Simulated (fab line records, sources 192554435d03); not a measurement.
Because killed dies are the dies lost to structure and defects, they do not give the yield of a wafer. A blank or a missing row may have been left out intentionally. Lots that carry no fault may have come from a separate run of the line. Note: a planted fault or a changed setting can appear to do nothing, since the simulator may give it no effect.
Split-lot experiment || flow n5-finfet || route with 1938 steps; 7 lots, 39 wafers read

== SPLIT DETAILS ==
At N5_BEOL_M1_HM_DEP_02 (deposits TiN, target thk 20 nm), the setting target-thk-a was moved away from the recipe's 200 angstrom on 12 of the 39 wafers read, by -46.5% to +59.7%. For the rest of the wafers, this setting stayed at what the recipe calls for.

== FROM THE SPLIT TO THE READING: what the file shows between them, 4 steps ==
- N5_BEOL_M1_COAT_61: time 60 s, resist thk 60 nm
- N5_BEOL_M1_COAT_62: time 60 s, resist thk 12 nm
- N5_BEOL_M1_STRIP_75: strips in N2/H2
- N5_BEOL_M1_STRIP_66: strips in CF4

== THE READING ==
etch.depth-nm (the simulator's own value, which no gauge read), in nm, at N5_BEOL_M1_HM_OPEN_17 (chemistry Cl2/BCl3, target TiN, target depth 20 nm, overetch 6 nm). No usual value for it is given in the file. Here, 27 wafers ran the recipe; their average is 20.01 nm with a standard deviation of 0.34 nm.

{"wafer": "L084.1", "tool, chamber at the split": "pvd-sputter-02, -", "target-thk-a as run, angstrom": 200, "against the recipe": "recipe", "etch.depth-nm, nm": 19.82, "against lot-mates on the recipe": "-"}
{"wafer": "L084.2", "tool, chamber at the split": "pvd-sputter-02, -", "target-thk-a as run, angstrom": 200, "against the recipe": "recipe", "etch.depth-nm, nm": 20.21, "against lot-mates on the recipe": "-"}
{"wafer": "L084.6", "tool, chamber at the split": "pvd-sputter-02, -", "target-thk-a as run, angstrom": 200, "against the recipe": "recipe", "etch.depth-nm, nm": 19.99, "against lot-mates on the recipe": "-"}
{"wafer": "L085.1", "tool, chamber at the split": "pvd-sputter-01, -", "target-thk-a as run, angstrom": 200, "against the recipe": "recipe", "etch.depth-nm, nm": 19.7, "against lot-mates on the recipe": "-"}
{"wafer": "L085.2", "tool, chamber at the split": "pvd-sputter-01, -", "target-thk-a as run, angstrom": 200, "against the recipe": "recipe", "etch.depth-nm, nm": 19.53, "against lot-mates on the recipe": "-"}
{"wafer": "L085.3", "tool, chamber at the split": "pvd-sputter-01, -", "target-thk-a as run, angstrom": 200, "against the recipe": "recipe", "etch.depth-nm, nm": 19.79, "against lot-mates on the recipe": "-"}
{"wafer": "L085.4", "tool, chamber at the split": "pvd-sputter-01, -", "target-thk-a as run, angstrom": 200, "against the recipe": "recipe", "etch.depth-nm, nm": 19.41, "against lot-mates on the recipe": "-"}
{"wafer": "L085.5", "tool, chamber at the split": "pvd-sputter-01, -", "target-thk-a as run, angstrom": 200, "against the recipe": "recipe", "etch.depth-nm, nm": 19.85, "against lot-mates on the recipe": "-"}
{"wafer": "L085.6", "tool, chamber at the split": "pvd-sputter-01, -", "target-thk-a as run, angstrom": 200, "against the recipe": "recipe", "etch.depth-nm, nm": 19.25, "against lot-mates on the recipe": "-"}
{"wafer": "L086.1", "tool, chamber at the split": "pvd-sputter-03, -", "target-thk-a as run, angstrom": 200, "against the recipe": "recipe", "etch.depth-nm, nm": 20.01, "against lot-mates on the recipe": "-"}
{"wafer": "L086.2", "tool, chamber at the split": "pvd-sputter-03, -", "target-thk-a as run, angstrom": 200, "against the recipe": "recipe", "etch.depth-nm, nm": 20.28, "against lot-mates on the recipe": "-"}
{"wafer": "L086.3", "tool, chamber at the split": "pvd-sputter-03, -", "target-thk-a as run, angstrom": 200, "against the recipe": "recipe", "etch.depth-nm, nm": 19.91, "against lot-mates on the recipe": "-"}
{"wafer": "L086.4", "tool, chamber at the split": "pvd-sputter-03, -", "target-thk-a as run, angstrom": 200, "against the recipe": "recipe", "etch.depth-nm, nm": 20.73, "against lot-mates on the recipe": "-"}
{"wafer": "L086.5", "tool, chamber at the split": "pvd-sputter-03, -", "target-thk-a as run, angstrom": 200, "against the recipe": "recipe", "etch.depth-nm, nm": 20.41, "against lot-mates on the recipe": "-"}
{"wafer": "L086.6", "tool, chamber at the split": "pvd-sputter-03, -", "target-thk-a as run, angstrom": 200, "against the recipe": "recipe", "etch.depth-nm, nm": 20.53, "against lot-mates on the recipe": "-"}
{"wafer": "L089.1", "tool, chamber at the split": "pvd-sputter-02, -", "target-thk-a as run, angstrom": 260.4, "against the recipe": "+30.2%", "etch.depth-nm, nm": 25.52, "against lot-mates on the recipe": "+5.50"}
{"wafer": "L089.2", "tool, chamber at the split": "pvd-sputter-02, -", "target-thk-a as run, angstrom": 260.4, "against the recipe": "+30.2%", "etch.depth-nm, nm": 25.35, "against lot-mates on the recipe": "+5.33"}
{"wafer": "L089.3", "tool, chamber at the split": "pvd-sputter-02, -", "target-thk-a as run, angstrom": 200, "against the recipe": "recipe", "etch.depth-nm, nm": 20.21, "against lot-mates on the recipe": "-"}
{"wafer": "L089.4", "tool, chamber at the split": "pvd-sputter-02, -", "target-thk-a as run, angstrom": 260.4, "against the recipe": "+30.2%", "etch.depth-nm, nm": 25.63, "against lot-mates on the recipe": "+5.61"}
{"wafer": "L089.5", "tool, chamber at the split": "pvd-sputter-02, -", "target-thk-a as run, angstrom": 200, "against the recipe": "recipe", "etch.depth-nm, nm": 19.92, "against lot-mates on the recipe": "-"}
{"wafer": "L089.6", "tool, chamber at the split": "pvd-sputter-02, -", "target-thk-a as run, angstrom": 200, "against the recipe": "recipe", "etch.depth-nm, nm": 19.93, "against lot-mates on the recipe": "-"}
{"wafer": "L090.1", "tool, chamber at the split": "pvd-sputter-03, -", "target-thk-a as run, angstrom": 319.3, "against the recipe": "+59.7%", "etch.depth-nm, nm": 25.43, "against lot-mates on the recipe": "+5.55"}
{"wafer": "L090.2", "tool, chamber at the split": "pvd-sputter-03, -", "target-thk-a as run, angstrom": 200, "against the recipe": "recipe", "etch.depth-nm, nm": 20.05, "against lot-mates on the recipe": "-"}
{"wafer": "L090.3", "tool, chamber at the split": "pvd-sputter-03, -", "target-thk-a as run, angstrom": 200, "against the recipe": "recipe", "etch.depth-nm, nm": 19.75, "against lot-mates on the recipe": "-"}
{"wafer": "L090.4", "tool, chamber at the split": "pvd-sputter-03, -", "target-thk-a as run, angstrom": 319.3, "against the recipe": "+59.7%", "etch.depth-nm, nm": 25.49, "against lot-mates on the recipe": "+5.61"}
{"wafer": "L090.5", "tool, chamber at the split": "pvd-sputter-03, -", "target-thk-a as run, angstrom": 319.3, "against the recipe": "+59.7%", "etch.depth-nm, nm": 25.2, "against lot-mates on the recipe": "+5.32"}
{"wafer": "L090.6", "tool, chamber at the split": "pvd-sputter-03, -", "target-thk-a as run, angstrom": 200, "against the recipe": "recipe", "etch.depth-nm, nm": 19.84, "against lot-mates on the recipe": "-"}
{"wafer": "L092.1", "tool, chamber at the split": "pvd-sputter-03, -", "target-thk-a as run, angstrom": 107, "against the recipe": "-46.5%", "etch.depth-nm, nm": 11.24, "against lot-mates on the recipe": -8.81}
{"wafer": "L092.2", "tool, chamber at the split": "pvd-sputter-03, -", "target-thk-a as run, angstrom": 107, "against the recipe": "-46.5%", "etch.depth-nm, nm": 10.4, "against lot-mates on the recipe": -9.65}
{"wafer": "L092.3", "tool, chamber at the split": "pvd-sputter-03, -", "target-thk-a as run, angstrom": 107, "against the recipe": "-46.5%", "etch.depth-nm, nm": 10.76, "against lot-mates on the recipe": -9.29}
{"wafer": "L092.4", "tool, chamber at the split": "pvd-sputter-03, -", "target-thk-a as run, angstrom": 200, "against the recipe": "recipe", "etch.depth-nm, nm": 20.2, "against lot-mates on the recipe": "-"}
{"wafer": "L092.5", "tool, chamber at the split": "pvd-sputter-03, -", "target-thk-a as run, angstrom": 200, "against the recipe": "recipe", "etch.depth-nm, nm": 19.82, "against lot-mates on the recipe": "-"}
{"wafer": "L092.6", "tool, chamber at the split": "pvd-sputter-03, -", "target-thk-a as run, angstrom": 200, "against the recipe": "recipe", "etch.depth-nm, nm": 20.14, "against lot-mates on the recipe": "-"}
{"wafer": "L094.1", "tool, chamber at the split": "pvd-sputter-02, -", "target-thk-a as run, angstrom": 200, "against the recipe": "recipe", "etch.depth-nm, nm": 20.19, "against lot-mates on the recipe": "-"}
{"wafer": "L094.2", "tool, chamber at the split": "pvd-sputter-02, -", "target-thk-a as run, angstrom": 200, "against the recipe": "recipe", "etch.depth-nm, nm": 20.42, "against lot-mates on the recipe": "-"}
{"wafer": "L094.3", "tool, chamber at the split": "pvd-sputter-02, -", "target-thk-a as run, angstrom": 200, "against the recipe": "recipe", "etch.depth-nm, nm": 20.44, "against lot-mates on the recipe": "-"}
{"wafer": "L094.4", "tool, chamber at the split": "pvd-sputter-02, -", "target-thk-a as run, angstrom": 164.7, "against the recipe": "-17.7%", "etch.depth-nm, nm": 17.03, "against lot-mates on the recipe": -3.32}
{"wafer": "L094.5", "tool, chamber at the split": "pvd-sputter-02, -", "target-thk-a as run, angstrom": 164.7, "against the recipe": "-17.7%", "etch.depth-nm, nm": 16.69, "against lot-mates on the recipe": -3.66}
{"wafer": "L094.6", "tool, chamber at the split": "pvd-sputter-02, -", "target-thk-a as run, angstrom": 164.7, "against the recipe": "-17.7%", "etch.depth-nm, nm": 16.85, "against lot-mates on the recipe": -3.50}

FIT RESULTS
A straight line over all 39 wafers: etch.depth-nm changes by +0.141 nm for each +1% of target-thk-a; r = +0.94; the points scatter about the line by 1.2 nm.
The same after taking each lot's own level away (the mean of its wafers on the recipe; 39 wafers): +0.143 nm for each +1%; r = +0.95; scatter 1.2 nm.
The reading moves by 8.6 nm for the largest change in target-thk-a, on that fit.
From 19.588 to 20.350 nm: that is the span of the lots' own levels, equal to 2.3 times the standard deviation above.
Hence the lot-to-lot level has little effect on the slope; both slopes agree.
Check: with one of the wafers moved furthest among these (+59.7%) left out of the fit, the line predicts +8.73 nm for it against its lot-mates. It came out at +5.55 nm against them.

== THESE WAFERS: OTHER SPLITS ==
Other splits were also applied to these wafers ahead of the reading. Each is held against what the fit with the lots' levels taken away leaves over:
{"other split on the same wafers": "N5_FIN_SAQP_HM_DEP_72 time-s", "wafers away from the commonest value": 18, "r with etch.depth-nm (lot level and that fit taken away)": -0.27}
{"other split on the same wafers": "N5_STI_FIN_REVEAL_ETCHBACK_08 target-depth-a", "wafers away from the commonest value": 12, "r with etch.depth-nm (lot level and that fit taken away)": -0.33}
{"other split on the same wafers": "N5_BEOL_M0_SAQP_PECVD_96 time-s", "wafers away from the commonest value": 12, "r with etch.depth-nm (lot level and that fit taken away)": "+0.01"}

== THE WHOLE CHAIN: every reading that the file lists as answering this split, in the file's order ==
{"step": "N5_BEOL_M1_HM_DEP_02", "what it does": "deposits TiN, target thk 20 nm", "reading": "TiN_of_BEOL_M1_HM_DEP_02.thk-nm (the simulator's own value, which no gauge read)", "change (the file's fit)": "+0.197 nm for each +1% of the setting", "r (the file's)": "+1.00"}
{"step": "N5_BEOL_M1_HM_OPEN_17", "what it does": "chemistry Cl2/BCl3, target TiN, target depth 20 nm, overetch 6 nm", "reading": "etch.depth-nm (the simulator's own value, which no gauge read)", "change (the file's fit)": "+0.142 nm for each +1% of the setting", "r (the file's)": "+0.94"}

== THE FILE'S OWN FIT ==
etch.depth-nm changes by +0.142 nm for each +1% of target-thk-a, r = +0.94.
